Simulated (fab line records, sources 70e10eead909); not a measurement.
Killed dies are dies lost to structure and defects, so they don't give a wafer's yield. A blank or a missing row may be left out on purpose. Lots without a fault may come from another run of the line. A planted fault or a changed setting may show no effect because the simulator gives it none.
fab line records | flow nand_harc
record lots=12 wafers=36 last_day=24
route steps=1159 shown THIN_TSV@1118 END@1159
lots that met no fault: from a run of the same line without faults
start_h: hours from the record's first day to the start of the lot's first wafer shown | wait_h: hours since the lot's step before | " the same as in the row above | L1.1+2: a row that stands for several wafers | - no value, or no start given | * or withheld: withheld | < > ~ a bound
route shown NAME@n: a module of which the file shows steps, and the number in the route of the first | usual: mean/standard deviation of fault-free wafers | same: alike in all rows | chamber/n: place in a boat | sites: the reading at each site | _std_site: their standard deviation | _edge_site: outer sites' mean less inner sites' | radius_mm: how far each site lies from the wafer's centre | mask NAME#n: copy n | behind: the tool/chamber that last shaped the wafer | hold: why the lot was held/for how many hours/how that ended | device: the transistor (n, p or np) that didn't switch | end of line: the same wafers' tests at the end of the route | a step without rows: its recipe alone | killed: dies lost to structure and defects at the first sort, not the wafer's yield | map: a wafer's dies, x killed, . not, _ none there
set.NAME: the setting as run; set.NAME@STEP: as run at that earlier step | model.NAME: the simulator's own value behind a step, which no gauge read
steps of the route over a sample of lots; a table a step, a row a wafer
services: from which hour (start_h, from the record's first day; less than 0 if before it) a tool's chamber was out of use, for how many hours, and why
## steps
# step NHARC_THIN_TSV_DESCUM_14
# recipe time_s=3 o2_flow_sccm=200 ar_flow_sccm=0 bias_power_w=0 chemistry=O2
# usual drypump_motor_current_A=5.7/0.32 o2_flow_sccm=200.0/0.65 oes_product_au=1.001/0.0074 rf_vpp_V=57.6/0.86 showerhead_plenum_p_Torr=1.90/0.062 throttle_valve_pct=11.311/0.0093
# columns lot.wafer tool chamber start_h wait_h drypump_motor_current_A o2_flow_sccm oes_product_au rf_hours_counter_h rf_vpp_V showerhead_plenum_p_Torr throttle_valve_pct
L470.3 rie_diel-07 2 438.03 - 5.5 200.6 1.013 4 57.5 1.98 11.312
L470.4 " 3 " " 5.3 200.7 1.008 4 56.7 1.91 11.306
L470.6 " 3 " " 5.3 200.7 1.010 - 58.2 1.91 11.302
L471.4 rie_diel-09 3 447.35 - 5.7 200.7 0.981 0 56.8 1.85 11.312
L471.2 " 0 " " 5.9 199.8 0.997 0 58.0 1.95 11.305
L471.5 " 3 " " 5.8 200.3 0.991 - 57.6 1.85 11.320
L473.3 rie_diel-07 0 448.53 - 6.0 200.7 0.997 5 56.3 1.82 11.318
L473.4 " 2 " " 5.5 199.7 0.989 5 58.3 1.98 11.334
L473.5 " 3 " " 5.4 199.7 1.003 - 57.5 1.91 11.308
L472.1 rie_diel-07 2 454.68 - 5.5 199.5 0.997 6 58.6 1.98 11.328
L472.2 " 3 " " 5.3 199.1 1.001 6 56.8 1.91 11.300
L472.4 " 0 " " 6.0 200.0 1.004 6 57.1 1.82 11.314
L476.2 rie_diel-13 3 462.71 - 5.6 200.6 1.004 0 57.9 1.87 11.318
L476.3 " 0 " " 6.3 200.7 0.996 0 58.1 1.81 11.309
L476.6 " 2 " " 5.8 199.8 1.014 - 58.4 2.01 11.320
L477.4 rie_diel-09 2 483.16 - 6.0 200.4 1.001 2 57.0 1.87 11.316
L477.3 " 3 " " 5.8 200.7 0.990 3 57.5 1.85 11.307
L477.6 " 1 " " 5.3 199.9 1.004 - 56.9 1.95 11.324
L480.4 rie_diel-07 3 491.47 - 5.3 198.8 0.995 11 57.5 1.91 11.314
L480.3 " 0 " " 5.9 199.2 1.001 10 57.9 1.82 11.306
L480.5 " 3 " " 5.3 200.8 1.002 - 58.5 1.91 11.304
L481.4 rie_diel-09 2 492.65 - 5.9 199.9 0.999 3 57.1 1.87 11.313
L481.2 " 0 " " 5.9 200.2 1.016 4 57.5 1.95 11.304
L481.6 " 1 " " 5.3 199.5 0.994 - 56.7 1.95 11.323
L482.2 rie_diel-09 3 499.78 - 5.8 199.9 0.991 4 58.3 1.85 11.305
L482.5 " 0 " " 6.0 200.5 1.006 - 57.7 1.95 11.316
L482.6 " 1 " " 5.3 199.9 0.999 - 56.8 1.95 11.300
L486.2 rie_diel-07 1 533.01 - 5.3 198.5 1.006 15 58.8 1.83 11.316
L486.1 " 2 " " 5.5 199.4 0.993 16 56.7 1.97 11.298
L486.5 " 3 " " 5.4 200.1 0.997 - 57.8 1.90 11.311
L487.1 rie_diel-07 2 534.21 - 5.5 199.1 1.009 16 59.8 1.97 11.294
L487.3 " 1 " " 5.3 199.9 1.007 15 57.4 1.83 11.316
L487.5 " 2 " " 5.5 200.0 0.996 - 57.5 1.97 11.311
L492.4 rie_diel-13 2 557.70 - 5.8 200.0 1.000 6 56.8 2.01 11.312
L492.2 " 0 " " 6.3 200.5 0.995 7 58.1 1.81 11.289
L492.1 " 1 " " 6.3 200.0 0.996 7 55.0 1.86 11.307
# step NHARC_THIN_TSV_ETCH_15
# recipe target_depth_a=30000 bosch_target_overetch_cycles=2 bosch_etch_step_s=2.8 bosch_dep_step_s=1.2 bosch_cycles=14
# usual drypump_motor_current_A=5.5/0.37
# same bosch_dep_step_s=1.2
# columns lot.wafer tool chamber start_h wait_h drypump_motor_current_A rf_hours_counter_h
L470.3 rie_si-05 0 438.69 - 5.6 0.2
L470.4 " 2 " " 5.9 0.1
L470.6 " 0 " " 5.6 -
L471.2 rie_si-06 3 448.01 - 4.9 0.9
L471.4 " 0 " " 5.7 0.8
L471.5 " 3 " " 4.9 -
L473.3 rie_si-05 1 449.17 - 6.0 0.2
L473.4 " 2 " " 5.9 0.2
L473.5 " 2 " " 5.8 -
L472.2 rie_si-06 1 455.36 - 5.8 0.8
L472.1 " 2 " " 5.8 0.9
L472.4 " 2 " " 5.8 -
L476.3 rie_si-05 2 463.35 - 5.8 0.3
L476.2 " 1 " " 6.0 0.3
L476.6 " 2 " " 5.8 -
L477.3 rie_si-04 1 483.83 - 4.8 0.2
L477.4 " 2 " " 5.6 0.2
L477.6 " 3 " " 5.2 -
L480.3 rie_si-04 1 492.12 - 4.8 0.3
L480.4 " 2 " " 5.7 0.3
L480.5 " 1 " " 4.8 -
L481.2 rie_si-06 1 493.32 - 5.8 1.2
L481.4 " 2 " " 5.8 1.4
L481.6 " 1 " " 5.7 -
L482.2 rie_si-06 3 500.41 - 4.9 1.4
L482.5 " 3 " " 4.8 -
L482.6 " 0 " " 5.7 -
L486.2 rie_si-04 0 533.66 - 5.4 0.5
L486.1 " 1 " " 4.8 0.7
L486.5 " 0 " " 5.4 -
L487.3 rie_si-06 3 534.86 - 4.9 1.6
L487.1 " 1 " " 5.8 1.5
L487.5 " 1 " " 5.8 -
L492.4 rie_si-04 1 558.35 - 4.8 0.8
L492.1 " 3 " " 5.2 0.7
L492.2 " 0 " " 5.4 0.7
# step NHARC_THIN_TSV_ECD_20
# recipe target_thk_a=20000 material=Cu
# columns lot.wafer tool chamber start_h wait_h
L470.3+4+6 ecd_cu-01 1,0,1 441.49 -
L471.2+4+5 ecd_cu-02 1,0,0 450.92 -
L473.3+4+5 ecd_cu-02 0,1,1 452.02 -
L472.2+1+4 ecd_cu-02 0,1,1 458.38 -
L476.2+3+6 ecd_cu-01 0,1,1 466.00 -
L477.3+4+6 ecd_cu-02 1,0,0 486.43 -
L480.3+4+5 ecd_cu-01 1,0,1 495.21 -
L481.2+4+6 ecd_cu-02 1,0,0 495.81 -
L482.2+6+5 ecd_cu-01 1,0,1 502.98 -
L486.1+2+5 ecd_cu-01 0,1,0 536.06 -
L487.1+3+5 ecd_cu-01 1,0,0 537.92 -
L492.1+2+4 ecd_cu-02 1,0,0 560.82 -
# step NHARC_THIN_TSV_CD_MEAS_37
# usual cd_nm=4999.9/2.1
# columns lot.wafer tool chamber start_h wait_h cd_nm
L470.3 cd_sem-01 - 445.55 - 4998.7
L470.4 " - " " 5001.5
L470.6 " - " " 5000.5
L471.2 cd_sem-01 - 455.02 - 4998.0
L471.4 " - " " 4996.3
L471.5 " - " " 4995.9
L473.3 cd_sem-01 - 455.93 - 5001.0
L473.4 " - " " 5001.3
L473.5 " - " " 5000.2
L472.1 cd_sem-02 - 462.51 - 4996.1
L472.2 " - " " 4996.7
L472.4 " - " " 4997.6
L476.2 cd_sem-01 - 470.35 - 5001.5
L476.3 " - " " 4998.3
L476.6 " - " " 5000.0
L477.3 cd_sem-02 - 490.61 - 4998.6
L477.4 " - " " 4997.7
L477.6 " - " " 4997.8
L480.3 cd_sem-01 - 499.16 - 5000.3
L480.4 " - " " 5000.0
L480.5 " - " " 5000.2
L481.2 cd_sem-03 - 500.07 - 4997.6
L481.4 " - " " 5000.5
L481.6 " - " " 4998.4
L482.2 cd_sem-03 - 506.87 - 5000.6
L482.5 " - " " 5000.3
L482.6 " - " " 5001.2
L486.1 cd_sem-02 - 540.21 - 5003.0
L486.2 " - " " 4999.8
L486.5 " - " " 5000.7
L487.1 cd_sem-03 - 542.28 - 5003.1
L487.3 " - " " 5004.4
L487.5 " - " " 5005.6
L492.1 cd_sem-02 - 565.11 - 5001.9
L492.2 " - " " 5001.2
L492.4 " - " " 5004.5
# step NHARC_END_SORT_01
# recipe temp_c=25
# usual defect_limited_yield=95.4/1.6 killed_at_array=27/11 killed_at_other=0.8/1.4 killed_at_periphery=3.3/2 killed_dies=31/11 killed_open=3.4/1.8 killed_short=2.1/1.3 sort_bin_2_pct=1.4/0.7 sort_bin_3_pct=0.24/0.21 sort_bin_4_pct=2.9/1 sort_n_pass=646/11 sort_rim_yield_pct=95.4/2.8 sort_yield_pct=95.4/1.6
# same gross_dies=677 sort_bin_5_pct[%]=0 sort_bin_6_pct[%]=0 sort_bin_7_pct[%]=0 sort_bin_8_pct[%]=0 sort_rim_n_gross=106.00
# columns lot.wafer tool chamber start_h wait_h defect_limited_yield[%] killed_at_array killed_at_other killed_at_periphery killed_dies killed_open killed_short sort_bin_2_pct[%] sort_bin_3_pct[%] sort_bin_4_pct[%] sort_n_pass sort_rim_yield_pct[%] sort_yield_pct[%]
L472.1 prober-02 0 470.40 2.5 96.6 18 0 5 23 4 5 0.6 0 2.8 654 96.2 96.6
L472.2 prober-02 0 471.21 2.8 96.6 22 0 1 23 5 4 0.6 0.44 2.4 654 97.2 96.6
L472.4 prober-02 0 472.84 3.5 96.2 20 0 6 26 7 3 1.6 0 2.2 651 95.3 96.2
L476.2 prober-01 0 477.69 2.8 96.8 16 4 2 22 5 1 0.9 0.15 2.2 655 99.1 96.8
L476.3 prober-01 0 478.49 3.1 96.0 17 9 1 27 0 1 0.9 0.15 3.0 650 96.2 96.0
L476.6 prober-01 0 480.92 4.0 96.5 14 7 3 24 2 1 0.7 0.15 2.7 653 93.4 96.5
L480.3 prober-01 0 508.25 3.1 96.8 20 0 2 22 3 2 1.2 0.30 1.8 655 97.2 96.8
L480.4 prober-01 0 509.05 3.4 97.0 12 2 6 20 5 2 0.6 0.15 2.2 657 94.3 97.0
L480.5 prober-01 0 509.84 3.7 97.2 13 0 6 19 1 3 0.7 0.44 1.6 658 97.2 97.2
L481.2 prober-02 0 513.19 2.8 93.2 45 0 1 46 3 2 1.8 0.74 4.3 631 94.3 93.2
L481.4 prober-02 0 514.79 3.4 93.8 38 0 4 42 3 2 2.7 0.44 3.1 635 95.3 93.8
L481.6 prober-02 0 516.39 4.0 93.9 40 0 1 41 2 2 3.0 0 3.1 636 88.7 93.9
L482.2 prober-02 0 521.00 2.8 97.2 14 1 4 19 3 5 0.9 0.30 1.6 658 95.3 97.2
L482.5 prober-02 0 523.42 3.7 97.0 20 0 0 20 3 3 1.6 0.30 1.0 657 95.3 97.0
L482.6 prober-02 0 524.23 4.0 97.2 15 0 4 19 6 4 1.5 0.15 1.2 658 97.2 97.2
L487.1 prober-02 0 547.43 2.5 53.3 16 296 4 316 1 2 15.7 2.07 29.0 361 53.8 53.3
L487.3 prober-02 0 549.03 3.1 48.7 21 322 4 347 5 3 17.7 3.10 30.4 330 52.8 48.7
L487.5 prober-02 0 550.62 3.7 49.9 26 309 4 339 0 2 15.8 4.28 30.0 338 51.9 49.9
L486.1 prober-01 0 547.44 2.5 52.6 12 306 3 321 3 2 13.4 2.66 31.3 356 50.0 52.6
L486.2 prober-01 0 548.25 2.8 56.3 10 284 2 296 2 0 15.4 2.07 26.3 381 61.3 56.3
L486.5 prober-01 0 550.67 3.7 51.1 16 315 0 331 3 0 17.1 3.69 28.1 346 52.8 51.1
L492.1 prober-01 0 575.88 2.5 96.9 15 0 6 21 2 1 1.2 0.15 1.8 656 96.2 96.9
L492.2 prober-01 0 576.68 2.8 97.6 14 0 2 16 3 0 0.6 0 1.8 661 98.1 97.6
L492.4 prober-01 0 578.29 3.4 97.6 13 1 2 16 6 1 0.9 0 1.5 661 93.4 97.6
# killed by level:class
L472.1 A_SLIT:chamber_film_flake=7 P_ZERO_WELL:chamber_film_flake=2 A_CONTACT:chamber_film_flake=2 P_GATE:geometric_particle:short=1 P_M1:geometric_particle:short=1 P_M2:geometric_particle:open=1 A_SOURCE_PLATE:geometric_particle:short=1 A_ONON_D1:geometric_particle:short=1
L472.2 A_SLIT:chamber_film_flake=10 A_CONTACT:chamber_film_flake=2 A_ONON_D1:geometric_particle:short=1 A_CHANNEL_FILL_D1:geometric_particle:short=1 A_SGD_CUT:geometric_particle:open=1 A_WL_FILL:geometric_particle:short=1 A_WL_FILL:geometric_particle:open=1 A_CONTACT:geometric_particle:open=1
L472.4 A_SLIT:chamber_film_flake=6 A_ZERO_WELL:chamber_film_flake=3 A_CHANNEL_FILL_D1:geometric_particle:short=2 A_CHANNEL_HOLE_D1:chamber_film_flake=2 P_GATE:geometric_particle:open=1 P_CONTACT:geometric_particle:open=1 P_M0:geometric_particle:open=1 A_CHANNEL_HOLE_D1:geometric_particle:open=1
L476.2 A_STAIRCASE:chamber_film_flake=5 A_CHANNEL_HOLE_D1:chamber_film_flake=4 A_SLIT:chamber_film_flake=3 THIN_TSV:chamber_film_flake=3 P_GATE:geometric_particle:open=1 P_M1:geometric_particle:open=1 A_CHANNEL_HOLE_D1:geometric_particle:open=1 A_CHANNEL_FILL_D1:geometric_particle:open=1
L476.3 A_SLIT:chamber_film_flake=11 THIN_TSV:chamber_film_flake=9 A_CHANNEL_HOLE_D1:chamber_film_flake=2 A_STAIRCASE:chamber_film_flake=2 A_WL_FILL:geometric_particle:short=1 P_ZERO_WELL:chamber_film_flake=1 A_CONTACT:chamber_film_flake=1
L476.6 A_SLIT:chamber_film_flake=7 THIN_TSV:chamber_film_flake=7 A_STAIRCASE:chamber_film_flake=3 A_CHANNEL_HOLE_D1:chamber_film_flake=2 P_M1:geometric_particle:open=1 A_CONTACT:geometric_particle:open=1 A_M0:geometric_particle:short=1 P_GATE:chamber_film_flake=1
L480.3 A_CHANNEL_HOLE_D1:chamber_film_flake=5 A_STAIRCASE:chamber_film_flake=5 A_CONTACT:chamber_film_flake=4 P_GATE:geometric_particle:open=1 A_CHANNEL_FILL_D1:geometric_particle:short=1 A_CONTACT:geometric_particle:open=1 A_M0:geometric_particle:open=1 A_M0:geometric_particle:short=1
L480.4 P_BONDPAD:chamber_film_flake=3 A_CHANNEL_FILL_D1:chamber_film_flake=3 A_CONTACT:chamber_film_flake=3 THIN_TSV:chamber_film_flake=2 P_GATE:geometric_particle:open=1 P_CONTACT:geometric_particle:open=1 P_M0:geometric_particle:open=1 A_ONON_D1:geometric_particle:short=1
L480.5 P_BONDPAD:chamber_film_flake=3 A_CHANNEL_HOLE_D1:chamber_film_flake=3 A_CHANNEL_FILL_D1:chamber_film_flake=3 A_STAIRCASE:chamber_film_flake=2 A_SGD_CUT:chamber_film_flake=2 A_CONTACT:chamber_film_flake=2 P_STI:geometric_particle:short=1 P_CONTACT:geometric_particle:short=1
L481.2 A_CHANNEL_HOLE_D1:chamber_film_flake=14 A_SLIT:chamber_film_flake=13 A_SGD_CUT:chamber_film_flake=5 A_BONDPAD:chamber_film_flake=5 A_CONTACT:chamber_film_flake=3 A_ONON_D1:geometric_particle:open=1 A_CHANNEL_FILL_D1:geometric_particle:short=1 A_CHANNEL_FILL_D1:geometric_particle:open=1
L481.4 A_CHANNEL_HOLE_D1:chamber_film_flake=17 A_SLIT:chamber_film_flake=13 A_BONDPAD:chamber_film_flake=2 P_STI:geometric_particle:open=1 A_CHANNEL_FILL_D1:geometric_particle:open=1 A_SGD_CUT:geometric_particle:short=1 A_WL_FILL:geometric_particle:short=1 A_BLC:geometric_particle:open=1
L481.6 A_CHANNEL_HOLE_D1:chamber_film_flake=17 A_SLIT:chamber_film_flake=9 A_BONDPAD:chamber_film_flake=5 A_SGD_CUT:chamber_film_flake=2 A_CONTACT:chamber_film_flake=2 A_SOURCE_PLATE:geometric_particle:open=1 A_SGD_CUT:geometric_particle:short=1 A_BLC:geometric_particle:open=1
L482.2 A_CHANNEL_HOLE_D1:chamber_film_flake=3 A_CONTACT:chamber_film_flake=3 P_ZERO_WELL:chamber_film_flake=2 A_CHANNEL_FILL_D1:chamber_film_flake=2 P_STI:geometric_particle:short=1 P_GATE:geometric_particle:open=1 A_CHANNEL_FILL_D1:geometric_particle:open=1 A_CHANNEL_FILL_D1:geometric_particle:short=1
L482.5 A_CHANNEL_HOLE_D1:chamber_film_flake=5 A_CONTACT:chamber_film_flake=3 A_STAIRCASE:chamber_film_flake=2 A_WL_FILL:chamber_film_flake=2 A_ONON_D1:geometric_particle:open=1 A_CHANNEL_FILL_D1:geometric_particle:short=1 A_WL_FILL:geometric_particle:short=1 A_WL_FILL:geometric_particle:open=1
L482.6 A_CHANNEL_HOLE_D1:chamber_film_flake=3 A_CONTACT:chamber_film_flake=3 A_CONTACT:geometric_particle:open=2 A_M0:geometric_particle:short=2 A_CHANNEL_FILL_D1:chamber_film_flake=2 P_STI:geometric_particle:short=1 P_GATE:geometric_particle:open=1 P_CONTACT:geometric_particle:open=1
L487.1 THIN_TSV:unspecified=296 A_CHANNEL_HOLE_D1:chamber_film_flake=13 A_CHANNEL_FILL_D1:geometric_particle:short=2 P_ZERO_WELL:chamber_film_flake=2 P_M0:geometric_particle:open=1 P_GATE:chamber_film_flake=1 A_SGD_CUT:chamber_film_flake=1
L486.1 THIN_TSV:unspecified=305 A_WL_FILL:chamber_film_flake=3 P_GATE:chamber_film_flake=2 A_CONTACT:chamber_film_flake=2 A_ONON_D1:geometric_particle:short=1 A_CHANNEL_FILL_D1:geometric_particle:short=1 A_SGD_CUT:geometric_particle:open=1 A_M0:geometric_particle:open=1
L486.2 THIN_TSV:unspecified=283 A_CHANNEL_HOLE_D1:chamber_film_flake=3 A_CONTACT:chamber_film_flake=3 A_STAIRCASE:chamber_film_flake=2 P_M0:geometric_particle:open=1 A_BLC:geometric_particle:open=1 P_GATE:chamber_film_flake=1 A_M0:chamber_film_flake=1
L487.3 THIN_TSV:unspecified=322 A_CHANNEL_HOLE_D1:chamber_film_flake=10 P_CONTACT:geometric_particle:open=2 A_CHANNEL_FILL_D1:geometric_particle:open=2 A_WL_FILL:geometric_particle:short=2 P_GATE:chamber_film_flake=2 A_SGD_CUT:chamber_film_flake=2 A_ONON_D1:geometric_particle:short=1
L487.5 THIN_TSV:unspecified=309 A_CHANNEL_HOLE_D1:chamber_film_flake=18 P_GATE:chamber_film_flake=4 A_CONTACT:chamber_film_flake=3 A_SGD_CUT:chamber_film_flake=2 A_WL_FILL:geometric_particle:short=1 A_CONTACT:geometric_particle:short=1 A_STAIRCASE:chamber_film_flake=1
L486.5 THIN_TSV:unspecified=315 A_CHANNEL_HOLE_D1:chamber_film_flake=7 A_STAIRCASE:chamber_film_flake=3 A_CONTACT:chamber_film_flake=2 A_ONON_D1:geometric_particle:open=1 A_BLC:geometric_particle:open=1 A_M0:geometric_particle:open=1 A_M0:chamber_film_flake=1
L492.1 A_CHANNEL_HOLE_D1:chamber_film_flake=9 P_ZERO_WELL:chamber_film_flake=2 A_STAIRCASE:chamber_film_flake=2 A_CONTACT:chamber_film_flake=2 P_STI:geometric_particle:short=1 P_CONTACT:geometric_particle:open=1 P_M0:geometric_particle:open=1 P_STI:chamber_film_flake=1
L492.2 A_CHANNEL_HOLE_D1:chamber_film_flake=6 A_CONTACT:chamber_film_flake=3 A_M1:chamber_film_flake=2 P_CONTACT:geometric_particle:open=1 A_CHANNEL_HOLE_D1:geometric_particle:open=1 A_M0:geometric_particle:open=1 P_ZERO_WELL:chamber_film_flake=1 A_CHANNEL_FILL_D1:chamber_film_flake=1
L492.4 A_CHANNEL_HOLE_D1:chamber_film_flake=6 A_CONTACT:geometric_particle:open=2 A_CONTACT:chamber_film_flake=2 P_M0:geometric_particle:open=1 P_M2:geometric_particle:open=1 A_SGD_CUT:geometric_particle:short=1 A_M0:geometric_particle:open=1 STARTING-WAFER:geometric_particle:open=1
## services
# columns tool chamber start_h hours kind
rie_si-05 - 416.00 9.0 pm
ecd_cu-02 - 416.20 1.9 repair
ecd_cu-01 - 417.27 4.6 repair
rie_diel-09 - 431.12 9.0 pm
ecd_cu-02 - 432.72 2.0 repair
ecd_cu-01 - 448.00 8.0 pm
rie_si-06 0 448.70 8.4 repair
rie_diel-13 - 453.00 9.0 pm
rie_si-04 - 453.00 9.0 pm
rie_diel-09 2 469.59 7.5 repair
rie_si-04 2 489.48 0.9 repair
rie_si-05 0 496.39 2.0 repair
rie_si-04 2 503.20 3.1 repair
rie_diel-09 1 515.57 5.7 repair
rie_si-05 0 521.34 4.5 repair
rie_si-06 3 522.13 7.0 repair
ecd_cu-01 - 527.73 4.7 repair
rie_si-06 2 531.88 3.5 repair
ecd_cu-02 - 532.01 8.0 pm
rie_si-06 - 537.00 9.0 pm
rie_si-06 0 546.32 1.1 repair
rie_diel-13 0 547.21 9.9 repair
rie_diel-07 2 558.22 6.9 repair
rie_diel-09 1 559.83 6.9 repair
## key
first_sign step=NHARC_END_SORT_01 reading=killed_at_other direction=up sigmas=99+ usual=0.8 struck=305.3
effect step=NHARC_END_SORT_01 reading=defect_limited_yield direction=down sigmas=27 usual=95.4 struck=52.0
more_kills_born_at NHARC_THIN_TSV_ECD_20@ecd_cu-01=1830
met_at NHARC_THIN_TSV_ECD_20
struck_lots L486,L487
not_acting_at NHARC_THIN_TSV_DESCUM_14,NHARC_THIN_TSV_ETCH_15,NHARC_THIN_TSV_CD_MEAS_37
onset_between 502.98 536.06
fault kind=chamber_particle_source tool=ecd_cu-01 chamber=- onset_h=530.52 steps=NHARC_THIN_TSV_ECD_20 rate_per_visit_cm2=0.65531 end_h=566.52
